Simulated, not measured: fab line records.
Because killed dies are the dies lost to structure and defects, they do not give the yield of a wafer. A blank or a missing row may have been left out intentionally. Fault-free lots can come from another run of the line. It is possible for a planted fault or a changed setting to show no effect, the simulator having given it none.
Matching of chambers :: flow n5-finfet :: uv-cure-03 running N5_BEOL_M6_CURE_74: 3 sister chambers
The step cures SiCOH lowk, time 240 s. 3 wafers are shown with their chamber, then 9 later ones without.

## EACH WAFER AND ITS CHAMBER
wafer: L084.6
chamber: 0
wafer_temp_C_max: 387.3

wafer: L085.6
chamber: 1
wafer_temp_C_max: 387.5

wafer: L087.5
chamber: 2
wafer_temp_C_max: 386.9

## WAFERS WITHOUT THEIR CHAMBER
wafer: L091.1
wafer_temp_C_max: 386.7

wafer: L091.3
wafer_temp_C_max: 388.3

wafer: L091.6
wafer_temp_C_max: 387.7

wafer: L095.4
wafer_temp_C_max: 387.7

wafer: L095.5
wafer_temp_C_max: 387.0

wafer: L095.6
wafer_temp_C_max: 386.5

wafer: L093.1
wafer_temp_C_max: 387.2

wafer: L093.4
wafer_temp_C_max: 388.3

wafer: L093.5
wafer_temp_C_max: 387.3

## WHICH CHAMBER EACH WENT THROUGH
wafer: L091.1
from the rows above: can't be placed: 2 or 0 or 1
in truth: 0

wafer: L091.3
from the rows above: can't be placed: 1 or 0 or 2
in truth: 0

wafer: L091.6
from the rows above: can't be placed: 1 or 0 or 2
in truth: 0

wafer: L095.4
from the rows above: can't be placed: 1 or 0 or 2
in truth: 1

wafer: L095.5
from the rows above: can't be placed: 2 or 0 or 1
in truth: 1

wafer: L095.6
from the rows above: can't be placed: 2 or 0 or 1
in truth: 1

wafer: L093.1
from the rows above: can't be placed: 0 or 1 or 2
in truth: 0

wafer: L093.4
from the rows above: can't be placed: 1 or 0 or 2
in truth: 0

wafer: L093.5
from the rows above: can't be placed: 0 or 1 or 2
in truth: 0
Correct placement for 0 of the 9. Can't be placed from these rows: 9 (the true chamber is among the candidates in 9). Placed wrongly: 0.
How it was worked out, from the rows above alone: a wafer's distance from a chamber is the root of the sum, over the readings, of the square of ((its reading less the chamber's mean) divided by the reading's scatter). If the next closest chamber is less than 2 further off than the closest, the wafer can't be placed; otherwise it belongs to the closest. A chamber's mean is the mean of its shown wafers. The scatter: with one shown wafer a chamber, the root of the mean of the squares of how far each hidden wafer lies from its nearest shown one.
